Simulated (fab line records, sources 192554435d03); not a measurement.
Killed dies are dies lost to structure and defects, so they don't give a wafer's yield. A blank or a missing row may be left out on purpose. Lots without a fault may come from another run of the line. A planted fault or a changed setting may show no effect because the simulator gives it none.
Chamber matching | flow n5_finfet | N5_BEOL_M11_CURE_72 on uv_cure-02: 3 sister chambers
The step cures SiCOH lowk, time 120 s. 14 wafers are shown with their chamber, then 7 later ones without.

WAFERS WITH THEIR CHAMBER
wafer  | chamber | wafer_temp_C_max | lamp_power_pct (%)
L361.1 | 2       | 371.8            | 52.36
L361.2 | 2       | 372.5            | 52.35
L361.5 | 2       | 372.5            | 52.33
L360.1 | 1       | 371.7            | 52.27
L360.2 | 1       | 372.1            | 52.37
L360.4 | 1       | 372.9            | 52.29
L372.2 | 0       | 371.9            | 52.31
L372.4 | 0       | 372.2            | 52.33
L372.5 | 0       | 371.6            | 52.32
L371.2 | 0       | 370.9            | 52.24
L371.3 | 0       | 371.6            | 52.32
L371.5 | 0       | 371.4            | 52.38
L374.1 | 1       | 371.9            | 52.30
L374.4 | 1       | 371.7            | 52.26

SIGNATURES (means of the wafers above)
reading          | chamber 0 | chamber 1 | chamber 2 | scatter within a chamber
wafer_temp_C_max | 371.600   | 372.060   | 372.267   | 0.457
lamp_power_pct   | 52.3167   | 52.2980   | 52.3467   | 0.0405
Rule: a wafer's distance from a chamber is the root of the sum, over the readings, of the square of ((its reading less the chamber's mean) divided by the reading's scatter). The wafer belongs to the nearest chamber; if the next one is less than 2 further off, it can't be placed. The scatter: the root of (the sum of the squares of (reading less its chamber's mean) over the shown wafers, divided by (wafers less chambers)).

WAFERS WITHOUT THEIR CHAMBER
wafer  | wafer_temp_C_max | lamp_power_pct (%)
L374.5 | 372.1            | 52.29
L375.1 | 372.2            | 52.28
L375.4 | 371.7            | 52.28
L375.6 | 371.6            | 52.25
L378.1 | 372.5            | 52.37
L378.4 | 371.9            | 52.41
L378.5 | 372.0            | 52.35

WHICH CHAMBER EACH WENT THROUGH
wafer  | from the rows above          | in truth
L374.5 | can't be placed: 1 or 0 or 2 | 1
L375.1 | can't be placed: 1 or 0 or 2 | 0
L375.4 | can't be placed: 1 or 0 or 2 | 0
L375.6 | can't be placed: 1 or 0 or 2 | 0
L378.1 | can't be placed: 2 or 1 or 0 | 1
L378.4 | can't be placed: 2 or 0 or 1 | 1
L378.5 | can't be placed: 2 or 0 or 1 | 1
Placed correctly: 0 of 7. Can't be placed from these rows: 7 (the true chamber is among the candidates in 7). Placed wrongly: 0.
